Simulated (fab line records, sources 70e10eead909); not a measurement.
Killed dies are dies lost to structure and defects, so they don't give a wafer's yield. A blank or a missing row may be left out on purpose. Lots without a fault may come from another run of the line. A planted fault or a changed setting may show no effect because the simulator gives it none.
Which tool did it? | flow nand_harc | 14 lots, 42 wafers sampled, at 1 step of a route of 1159

WHAT THE GAUGES READ, wafer by wafer
NHARC_A_SLIT_CD_MEAS_21. Usual: cd_nm 289.5 nm, standard deviation 0.87.
lot  | measured     | on        | cd_nm (nm)        | flag
L587 | day 15 08:23 | cd_sem-01 | 289.2 289.2 289.3 |
L589 | day 15 13:29 | cd_sem-01 | 290.2 291.1 290.6 |
L590 | day 15 21:10 | cd_sem-02 | 289.8 290.3 289.9 |
L593 | day 16 20:31 | cd_sem-01 | 289.5 289.5 289.6 |
L594 | day 18 04:01 | cd_sem-03 | 290.5 290.0 290.3 |
L597 | day 18 05:43 | cd_sem-03 | 288.5 288.1 288.3 |
L595 | day 18 07:20 | cd_sem-03 | 289.5 289.4 289.1 |
L601 | day 18 11:20 | cd_sem-02 | 289.3 289.3 289.6 |
L602 | day 18 12:28 | cd_sem-03 | 290.6 291.3 290.3 |
L603 | day 18 13:26 | cd_sem-02 | 290.5 290.4 289.7 |
L604 | day 19 02:45 | cd_sem-02 | 290.9 289.7 289.6 |
L605 | day 19 19:16 | cd_sem-01 | 289.2 289.1 289.3 |
L606 | day 19 19:40 | cd_sem-03 | 290.3 290.2 289.6 |
L607 | day 19 20:57 | cd_sem-01 | 290.0 289.8 289.7 |

WHICH TOOL RAN EACH LOT (tool, then ch and the chambers of the sampled wafers, then the start)
The record holds no process step before these readings.

WHAT THE TOOLS THEMSELVES READ (means of the sampled wafers that have a number; where no wafer has one, the mark that the record gives instead)
The record holds no such reading with a usual standard deviation.

THE ANSWER, worked out from the rows above alone
Rule: a lot is off if the mean of its wafers that have a number lies more than 3 standard deviations from the usual mean. A lot without any number at a reading at which 4 lots or more have one is off too. The other lots that the step has rows for count as sound. The gauges are gone through in route order, then the tools' own readings, and for those a lot's mean is taken as printed above. The first step at which some lot is off is used, and at that step the reading that is off furthest; a lot without a number counts as furthest.
No lot is off at any reading shown: from this, nothing can be told.

WHAT THE SIMULATOR HAD PUT IN
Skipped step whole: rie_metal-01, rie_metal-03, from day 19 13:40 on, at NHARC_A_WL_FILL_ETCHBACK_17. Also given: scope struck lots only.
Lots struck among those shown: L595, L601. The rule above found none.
